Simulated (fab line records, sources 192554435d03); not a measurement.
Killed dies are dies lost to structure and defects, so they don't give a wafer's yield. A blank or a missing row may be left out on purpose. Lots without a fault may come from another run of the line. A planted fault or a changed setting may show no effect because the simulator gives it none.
Chamber matching | flow n5_finfet | N5_STI_FIN_REVEAL_ALD_14 on ald_sin-02: 4 sister chambers
The step deposits Si3N4, target thk 3 nm. 27 wafers are shown with their chamber, then 12 later ones without.

WAFERS WITH THEIR CHAMBER
wafer  | chamber | heater_power_w (W)
L074.2 | 2       | 756
L074.3 | 3       | 811
L074.5 | 0       | 911
L077.2 | 2       | 769
L077.5 | 1       | 810
L077.6 | 2       | 761
L081.1 | 3       | 827
L081.4 | 0       | 894
L081.6 | 2       | 775
L082.1 | 2       | 760
L082.2 | 1       | 796
L082.5 | 0       | 945
L083.2 | 2       | 763
L083.5 | 3       | 849
L083.6 | 0       | 917
L085.2 | 3       | 804
L085.3 | 0       | 914
L085.5 | 3       | 820
L086.1 | 2       | 781
L086.5 | 2       | 756
L086.6 | 1       | 825
L087.2 | 1       | 835
L087.3 | 3       | 813
L087.5 | 0       | 927
L088.1 | 1       | 806
L088.3 | 0       | 948
L088.5 | 2       | 768

SIGNATURES (means of the wafers above)
reading        | chamber 0 | chamber 1 | chamber 2 | chamber 3 | scatter within a chamber
heater_power_w | 922.29    | 814.40    | 765.44    | 820.67    | 14.8
Rule: a wafer's distance from a chamber is the root of the sum, over the readings, of the square of ((its reading less the chamber's mean) divided by the reading's scatter). The wafer belongs to the nearest chamber; if the next one is less than 2 further off, it can't be placed. The scatter: the root of (the sum of the squares of (reading less its chamber's mean) over the shown wafers, divided by (wafers less chambers)).

WAFERS WITHOUT THEIR CHAMBER
wafer  | heater_power_w (W)
L089.1 | 821
L089.2 | 764
L089.5 | 828
L090.1 | 809
L090.3 | 810
L090.4 | 764
L091.1 | 929
L091.2 | 830
L091.5 | 753
L092.1 | 832
L092.2 | 810
L092.3 | 757

WHICH CHAMBER EACH WENT THROUGH
wafer  | from the rows above     | in truth
L089.1 | can't be placed: 3 or 1 | 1
L089.2 | 2                       | 2
L089.5 | can't be placed: 3 or 1 | 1
L090.1 | can't be placed: 1 or 3 | 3
L090.3 | can't be placed: 1 or 3 | 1
L090.4 | 2                       | 2
L091.1 | 0                       | 0
L091.2 | can't be placed: 3 or 1 | 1
L091.5 | 2                       | 2
L092.1 | can't be placed: 3 or 1 | 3
L092.2 | can't be placed: 1 or 3 | 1
L092.3 | 2                       | 2
Placed correctly: 5 of 12. Can't be placed from these rows: 7 (the true chamber is among the candidates in 7). Placed wrongly: 0.
